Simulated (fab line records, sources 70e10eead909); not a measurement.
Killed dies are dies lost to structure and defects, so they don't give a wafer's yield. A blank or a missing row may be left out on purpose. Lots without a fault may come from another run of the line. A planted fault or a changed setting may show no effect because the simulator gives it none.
Chamber matching | flow nand_harc | NHARC_A_STAIRCASE_DESCUM_219 on rie_diel-11: 4 sister chambers
The step chemistry O2, time 3 s. 8 wafers are shown with their chamber, then 12 later ones without.

WAFERS WITH THEIR CHAMBER
wafer  | chamber | showerhead_plenum_p_Torr (Torr) | drypump_motor_current_A (A)
L082.1 | 3       | 1.87                            | 6.0
L085.6 | 1       | 1.97                            | 5.7
L086.1 | 3       | 1.87                            | 6.0
L086.3 | 0       | 1.81                            | 6.1
L086.4 | 2       | 1.84                            | 6.4
L089.1 | 1       | 1.96                            | 5.7
L089.4 | 0       | 1.81                            | 6.0
L089.5 | 2       | 1.84                            | 6.4

WAFERS WITHOUT THEIR CHAMBER
wafer  | showerhead_plenum_p_Torr (Torr) | drypump_motor_current_A (A)
L092.1 | 1.81                            | 6.0
L092.2 | 1.87                            | 6.0
L092.3 | 1.84                            | 6.4
L092.4 | 1.96                            | 5.7
L092.5 | 1.96                            | 5.7
L092.6 | 1.81                            | 6.0
L093.1 | 1.96                            | 5.7
L093.3 | 1.81                            | 6.1
L093.6 | 1.96                            | 5.7
L096.1 | 1.96                            | 5.7
L096.2 | 1.87                            | 6.0
L096.6 | 1.87                            | 6.0

WHICH CHAMBER EACH WENT THROUGH
wafer  | from the rows above | in truth
L092.1 | 0                   | 0
L092.2 | 3                   | 3
L092.3 | 2                   | 2
L092.4 | 1                   | 1
L092.5 | 1                   | 1
L092.6 | 0                   | 0
L093.1 | 1                   | 1
L093.3 | 0                   | 0
L093.6 | 1                   | 1
L096.1 | 1                   | 1
L096.2 | 3                   | 3
L096.6 | 3                   | 3
Placed correctly: 12 of 12. Can't be placed from these rows: 0. Placed wrongly: 0.
How it was worked out, from the rows above alone: a wafer's distance from a chamber is the root of the sum, over the readings, of the square of ((its reading less the chamber's mean) divided by the reading's scatter). The wafer belongs to the nearest chamber; if the next one is less than 2 further off, it can't be placed. A chamber's mean is the mean of its shown wafers. The scatter: the root of (the sum of the squares of (reading less its chamber's mean) over the shown wafers, divided by (wafers less chambers)).
